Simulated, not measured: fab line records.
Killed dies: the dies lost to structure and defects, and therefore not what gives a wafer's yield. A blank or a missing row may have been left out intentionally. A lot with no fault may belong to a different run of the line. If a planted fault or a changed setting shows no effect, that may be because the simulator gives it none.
fab line records    flow nand_harc
record: lots: 7  wafers: 18  last_day: 24
route steps=1159 shown A_BLC@967
lots with no fault: from the same line, run without faults
start_h: hours from the record's first day to the start of the lot's first wafer shown    wait_h: time in hours since the lot's previous step    " identical to the entry in the row above    L1.1+2: a row that stands for several wafers    - value missing, or start not given    * or withheld: withheld    < > ~ a bound
route shown NAME@n: names a module that has steps shown in the file, with the first one's number in the route    usual: mean/standard deviation taken from wafers without a fault    same: alike in all rows    chamber/n: place in a boat    sites: the reading at each site    _std_site: the values' standard deviation    _edge_site: inner sites' mean taken away from outer sites' mean    radius_mm: for every site, how far away it sits from the centre of the wafer    mask NAME#n: copy n    behind: the most recent tool/chamber to have shaped the wafer    hold: why the lot was held/for how many hours/how that ended    device: which transistor (n, p or np) failed to switch    end of line: the same wafers' tests at the end of the route    step lacking rows: just its recipe    killed: dies lost to structure and defects at the first sort, not the wafer's yield    map: the dies of a wafer, with x for killed, . for not killed, _ for no die there
set.NAME: the setting that was run; set.NAME@STEP: the one run at that earlier step    model.NAME: the simulator's own value behind a step, which no gauge read
a table for each step, a row for each wafer; lots at some steps of the route
services: when a tool's chamber went out of use (start_h, in hours from the record's first day, below 0 if earlier), for how many hours, and the reason
== steps ==
step: NHARC_A_BLC_COAT_03
recipe: temp_c: 225  time_s: 65
step: NHARC_A_BLC_COAT_04
recipe: spin_rpm: 1500  resist_thk_nm: 90
step: NHARC_A_BLC_SOFTBAKE_05
recipe: temp_c: 105  time_s: 55
step: NHARC_A_BLC_EBR_06
step: NHARC_A_BLC_EXPOSE_07
recipe: na: 1.35  target_cd_nm: 100  dose_mj: 67.97  mask_id: A_BLC
step: NHARC_A_BLC_PEB_08
recipe: peb_temp_c: 100  peb_time_s: 65
step: NHARC_A_BLC_DEVELOP_09
recipe: develop_time_s: 35  dev_temp_c: 23
step: NHARC_A_BLC_CD_MEAS_10
recipe: target_cd_nm: 100  landing_energy_ev: 500
usual: cd_nm: 99.5/0.88
lot.wafer  tool       chamber  start_h  wait_h  cd_nm
L670.2     cd_sem-01  0        395.50   -       100.4
L670.3     "          0        "        "       101.6
L670.4     "          0        "        "       100.7
L673.3     cd_sem-01  0        400.01   -       99.3
L673.4     "          0        "        "       99.2
L673.5     "          0        "        "       98.8
L675.1     cd_sem-03  0        403.07   -       99.6
L675.4     "          0        "        "       99.2
L675.5     "          0        "        "       98.9
L676.1     cd_sem-03  0        447.59   -       100.6
L676.5     "          0        "        "       100.8
L676.6     "          0        "        "       100.8
L685.2     cd_sem-01  0        506.63   -       98.6
L685.6     "          0        "        "       100.3
L688.5     cd_sem-02  0        516.24   -       101.5
L688.6     "          0        "        "       100.5
L692.5     cd_sem-01  0        529.61   -       98.2
L692.6     "          0        "        "       98.8
step: NHARC_A_BLC_OVL_MEAS_11
usual: overlay_x_nm: 0.0/0.67  overlay_y_nm: 0.1/1
lot.wafer  tool        chamber  start_h  wait_h  overlay_x_nm  overlay_y_nm
L670.2     overlay-01  -        395.58   -       -0.6          1.3
L670.3     "           -        "        "       -0.4          1.6
L670.4     "           -        "        "       -1.0          1.2
L673.3     overlay-02  -        400.09   -       0.0           0.0
L673.4     "           -        "        "       0.6           0.2
L673.5     "           -        "        "       0.2           -0.2
L675.1     overlay-02  -        403.17   -       0.5           1.1
L675.4     "           -        "        "       0.4           0.7
L675.5     "           -        "        "       0.3           1.4
L676.1     overlay-02  -        447.68   -       0.5           -0.6
L676.5     "           -        "        "       -0.4          -0.5
L676.6     "           -        "        "       -0.3          -0.9
L685.2     overlay-01  -        506.72   -       -0.3          -0.1
L685.6     "           -        "        "       -1.2          -0.3
L688.5     overlay-01  -        516.32   -       0.8           -0.3
L688.6     "           -        "        "       0.3           -0.4
L692.5     overlay-02  -        529.69   -       0.9           2.2
L692.6     "           -        "        "       1.2           1.9
step: NHARC_A_BLC_INSPECT_12
usual: raw_defect_count: 32/13
lot.wafer  tool               chamber  start_h  wait_h  raw_defect_count
L670.2     defect_inspect-01  -        395.62   0.0     20
L670.3     "                  -        "        "       27
L670.4     "                  -        "        "       15
L673.3     defect_inspect-01  -        400.13   0.0     24
L673.4     "                  -        "        "       24
L673.5     "                  -        "        "       24
L675.1     defect_inspect-01  -        403.21   0.0     19
L675.4     "                  -        "        "       22
L675.5     "                  -        "        "       15
L676.1     defect_inspect-01  -        447.72   0.0     21
L676.5     "                  -        "        "       20
L676.6     "                  -        "        "       25
L685.2     defect_inspect-01  -        506.75   0.0     11
L685.6     "                  -        "        "       10
L688.5     defect_inspect-01  -        516.36   0.0     41
L688.6     "                  -        "        "       26
L692.5     defect_inspect-01  -        529.73   0.0     32
L692.6     "                  -        "        "       36
step: NHARC_A_BLC_DESCUM_15
recipe: time_s: 3  o2_flow_sccm: 200  ar_flow_sccm: 0  bias_power_w: 0  chemistry: O2
usual: drypump_motor_current_A: 5.9/0.38  mfc_ar_sccm: 0.006/0.0088  oes_product_au: 0.999/0.013  rf_vpp_V: 57.7/0.93  showerhead_plenum_p_Torr: 1.90/0.083  throttle_valve_pct: 11.312/0.0087
lot.wafer  tool         chamber  start_h  wait_h  drypump_motor_current_A  mfc_ar_sccm  oes_product_au  rf_hours_counter_h  rf_vpp_V  showerhead_plenum_p_Torr  throttle_valve_pct
L670.2     rie_diel-11  0        395.68   0.1     5.8                      0.011        1.005           2                   58.5      1.97                      11.309
L670.3     "            1        "        "       6.4                      0.012        1.004           2                   58.0      1.97                      11.322
L670.4     "            3        "        "       5.0                      0.022        1.004           2                   58.0      1.78                      11.322
L673.4     rie_diel-07  3        400.21   0.1     5.7                      0            0.997           19                  58.8      1.95                      11.317
L673.3     "            0        "        "       6.0                      0            1.014           17                  57.4      2.01                      11.305
L673.5     "            2        "        "       6.4                      0.004        1.004           -                   58.8      1.87                      11.309
L675.1     rie_diel-07  0        403.28   0.1     6.0                      0            1.012           18                  57.9      2.01                      11.303
L675.4     "            2        "        "       6.4                      0.004        0.989           21                  57.4      1.87                      11.312
L675.5     "            0        "        "       6.0                      0            0.993           -                   59.7      2.01                      11.325
L676.1     rie_diel-07  3        447.80   0.1     5.7                      0            1.011           3                   57.8      1.95                      11.312
L676.5     "            0        "        "       6.0                      0            1.022           -                   58.6      2.00                      11.326
L676.6     "            1        "        "       5.6                      0            0.993           -                   57.1      1.80                      11.308
L685.2     rie_diel-07  1        506.81   0.1     5.6                      0            0.989           9                   57.7      1.80                      11.333
L685.6     "            2        "        "       6.4                      0.004        0.973           -                   58.2      1.87                      11.318
L688.5     rie_diel-07  3        516.45   0.1     5.7                      0            1.026           -                   58.2      1.94                      11.301
L688.6     "            0        "        "       6.0                      0            1.003           -                   59.0      2.00                      11.310
L692.6     rie_diel-07  0        529.82   0.1     6.0                      0            1.000           -                   58.6      2.00                      11.312
L692.5     "            1        "        "       5.6                      0            0.995           -                   58.8      1.80                      11.320
step: NHARC_A_BLC_ETCH_16
recipe: target_depth_a: 390  over_etch_frac: 0.3  time_s: 65  ion_energy_ev: 80  cf4_flow_sccm: 150  ar_flow_sccm: 0  rf_w: 300  bias_w: 100  chemistry: CF4
usual: bias_w: 100.00/0.26  drypump_motor_current_A: 5.9/0.39  mfc_ar_sccm: 0.007/0.0098  oes_product_au: 1.000/0.013  rf_vpp_V: 151.1/1.1  run_length_s: 86.1/0.4  showerhead_plenum_p_Torr: 1.75/0.072  throttle_valve_pct: 13.285/0.0092
same: over_etch_frac: 0.3
lot.wafer  tool         chamber  start_h  wait_h  bias_w  drypump_motor_current_A  mfc_ar_sccm  oes_product_au  rf_hours_counter_h  rf_vpp_V  run_length_s  showerhead_plenum_p_Torr  throttle_valve_pct
L670.3     rie_diel-11  2        395.77   0.1     99.87   5.3                      0.009        0.994           2                   151.5     86.9          1.73                      13.291
L670.2     "            0        "        "       100.32  5.8                      0.011        1.007           2                   151.9     86.1          1.82                      13.299
L670.4     "            1        "        "       100.11  6.3                      0.012        1.006           2                   151.8     86.2          1.81                      13.293
L673.3     rie_diel-07  2        400.28   0.1     99.71   6.4                      0.004        1.012           20                  151.1     86.0          1.73                      13.280
L673.4     "            0        "        "       100.23  6.0                      0            1.014           17                  151.1     86.1          1.85                      13.293
L673.5     "            1        "        "       99.98   5.6                      0            0.987           -                   149.9     86.1          1.67                      13.295
L675.4     rie_diel-07  1        403.50   0.2     100.12  5.6                      0            0.988           20                  149.8     85.7          1.67                      13.276
L675.1     "            0        "        "       100.21  6.0                      0            0.988           18                  152.6     86.1          1.85                      13.273
L675.5     "            2        "        "       99.98   6.5                      0.004        1.003           -                   151.6     86.1          1.73                      13.296
L676.1     rie_diel-07  1        447.87   0.1     99.70   5.6                      0            0.997           3                   149.8     85.5          1.67                      13.291
L676.5     "            0        "        "       100.29  6.0                      0            1.004           -                   151.7     86.0          1.85                      13.269
L676.6     "            1        "        "       99.88   5.6                      0            0.996           -                   149.2     85.7          1.67                      13.289
L685.2     rie_diel-07  1        506.97   0.2     100.21  5.6                      0            0.989           9                   150.3     85.4          1.67                      13.267
L685.6     "            1        "        "       99.96   5.6                      0            0.992           -                   148.6     85.5          1.67                      13.303
L688.6     rie_diel-07  3        516.53   0.1     100.20  5.7                      0            1.022           -                   152.7     85.5          1.80                      13.270
L688.5     "            0        "        "       100.42  6.0                      0            1.002           -                   152.4     86.2          1.84                      13.291
L692.6     rie_diel-07  1        529.94   0.1     99.79   5.6                      0            0.995           -                   150.5     86.2          1.67                      13.277
L692.5     "            2        "        "       99.93   6.4                      0.004        0.991           -                   150.4     86.3          1.73                      13.294
step: NHARC_A_BLC_ETCH_17
recipe: target_depth_a: 3900  over_etch_frac: 0.25  time_s: 609.38  ion_energy_ev: 200  n2_flow_sccm: 150  h2_flow_sccm: 150  ar_flow_sccm: 0  rf_w: 400  bias_w: 150  chemistry: N2/H2
usual: bias_w: 150.0/0.4  drypump_motor_current_A: 5.9/0.4  h2_flow_sccm: 150.0/0.46  mfc_ar_sccm: 0.007/0.0096  oes_product_au: 0.998/0.013  rf_vpp_V: 429.8/2.6  run_length_s: 630.5/0.39  showerhead_plenum_p_Torr: 2.01/0.088  throttle_valve_pct: 14.170/0.0096
same: over_etch_frac: 0.25
lot.wafer  tool         chamber  start_h  wait_h  bias_w  drypump_motor_current_A  h2_flow_sccm  mfc_ar_sccm  oes_product_au  rf_hours_counter_h  rf_vpp_V  run_length_s  showerhead_plenum_p_Torr  throttle_valve_pct
L670.2     rie_diel-11  0        395.86   -       150.0   5.8                      149.3         0.011        1.009           2                   433.0     630.3         2.10                      14.159
L670.4     "            1        "        "       150.1   6.3                      150.2         0.012        1.007           2                   430.6     630.1         2.10                      14.176
L670.3     "            3        "        "       149.9   5.0                      150.7         0.022        0.998           2                   425.3     630.6         1.89                      14.161
L673.3     rie_diel-07  3        400.45   -       150.7   5.7                      150.0         0            1.018           20                  432.3     630.6         2.08                      14.164
L673.4     "            0        "        "       150.3   6.0                      149.5         0            1.001           18                  431.3     630.8         2.14                      14.149
L673.5     "            2        "        "       150.4   6.4                      149.7         0.004        1.008           -                   430.0     631.1         1.99                      14.177
L675.1     rie_diel-07  1        403.59   -       149.7   5.6                      151.0         0            0.995           20                  426.4     629.8         1.91                      14.157
L675.4     "            2        "        "       149.9   6.5                      149.6         0.004        1.017           21                  430.9     630.7         1.99                      14.158
L675.5     "            2        "        "       149.7   6.4                      149.7         0.004        1.001           -                   430.3     630.8         1.99                      14.178
L676.1     rie_diel-07  3        448.00   -       150.0   5.7                      150.4         0            1.019           3                   430.7     630.1         2.08                      14.185
L676.6     "            2        "        "       150.2   6.4                      150.3         0.004        0.987           -                   430.1     630.8         1.99                      14.173
L676.5     "            3        "        "       150.2   5.7                      150.2         0            1.017           -                   429.4     630.5         2.08                      14.166
L685.2     rie_diel-07  2        507.17   -       -       6.4                      149.6         0.004        0.969           9                   430.8     530.7         1.99                      14.168
L685.6     "            1        "        "       -       5.6                      150.8         0            0.997           -                   428.4     530.1         1.91                      14.170
L688.6     rie_diel-07  0        516.76   -       -       6.0                      150.5         0            0.999           -                   432.7     530.6         2.14                      14.164
L688.5     "            1        "        "       150.4   5.6                      149.9         0            0.993           -                   426.4     629.9         1.91                      14.160
L692.6     rie_diel-07  2        530.18   -       -       6.4                      150.1         0.004        0.979           -                   428.6     530.4         1.99                      14.144
L692.5     "            3        "        "       150.2   5.7                      149.7         0            1.028           -                   431.8     630.0         2.07                      14.171
step: NHARC_A_BLC_ETCH_18
recipe: target_depth_a: 9100  c4f8_flow_sccm: 20  o2_flow_sccm: 10  ar_flow_sccm: withheld  rf_w: 600  bias_w: 1500  chemistry: C4F8/O2/Ar
usual: bias_w: 1501/4.7  oes_product_au: 0.953/0.023  rf_vpp_V: 977/5.6
lot.wafer  tool         chamber  start_h  wait_h  bias_w  oes_product_au  rf_hours_counter_h  rf_vpp_V
L670.2     rie_diel-11  0        -        -       1494    0.962           2                   982
L670.4     "            1        "        "       1508    0.961           2                   981
L670.3     "            3        "        "       1503    0.968           2                   968
L673.3     rie_diel-07  3        -        -       1499    0.984           20                  981
L673.4     "            0        "        "       1505    0.995           18                  984
L673.5     "            2        "        "       1502    0.975           -                   975
L675.4     rie_diel-07  1        -        -       1497    0.911           21                  970
L675.1     "            3        "        "       1493    0.942           20                  981
L675.5     "            2        "        "       1502    0.924           -                   974
L676.1     rie_diel-07  0        -        -       1502    0.971           3                   983
L676.6     "            0        "        "       1507    0.967           -                   984
L676.5     "            1        "        "       1495    0.960           -                   970
L685.2     rie_diel-07  2        -        -       1502    0.895           10                  975
L685.6     "            2        "        "       1498    0.907           -                   975
L688.5     rie_diel-07  3        -        -       1498    0.981           -                   981
L688.6     "            0        "        "       1511    0.942           -                   984
L692.6     rie_diel-07  2        -        -       1501    0.961           -                   975
L692.5     "            3        "        "       1500    0.979           -                   980
== services ==
tool         chamber  start_h  hours  kind
rie_diel-07  1        377.19   1.6    repair
rie_diel-07  0        384.20   -      clean
rie_diel-07  1        384.20   -      clean
rie_diel-07  2        384.20   -      clean
rie_diel-07  3        384.20   -      clean
rie_diel-07  -        388.79   0.7    repair
rie_diel-07  -        405.20   9.0    pm
rie_diel-07  0        405.20   9.0    vent_cycle
rie_diel-07  1        405.20   9.0    vent_cycle
rie_diel-07  2        405.20   9.0    vent_cycle
rie_diel-07  3        405.20   9.0    vent_cycle
rie_diel-07  0        414.20   -      clean
rie_diel-07  1        414.20   -      clean
rie_diel-07  2        414.20   -      clean
rie_diel-07  3        414.20   -      clean
rie_diel-11  3        421.63   3.0    repair
rie_diel-07  0        438.70   -      clean
rie_diel-07  1        438.70   -      clean
rie_diel-07  2        438.70   -      clean
rie_diel-07  3        438.70   -      clean
rie_diel-07  0        463.20   -      clean
rie_diel-07  1        463.20   -      clean
rie_diel-11  2        500.99   8.2    repair
rie_diel-07  -        520.18   6.1    repair
== key ==
first_sign: step: NHARC_A_BLC_ETCH_17  reading: run_length_s  direction: down  sigmas: 99+  usual: *  struck: *
effect none on later readings
met_at NHARC_A_BLC_ETCH_17
struck_wafers L685.2,L685.6,L688.6,L692.6
tester_left_out L685,L688,L692
onset_between 448.00 507.17
fault: kind: process_parameter_drift  tool: rie_diel-07  chamber: -  onset_h: 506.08  steps: NHARC_A_BLC_ETCH_17  channel: time_s  offset: *  shape: step  end_h: 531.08  scope: struck_wafers_only  acts_in: *  stated: *
tester_left_out: of these lots the tester's yield and bins aren't shown, on N5 and GAA mostly nor the transistor test; their killed dies are dies lost to structure and defects alone, not to doping, threshold or leakage, so they don't give the yield
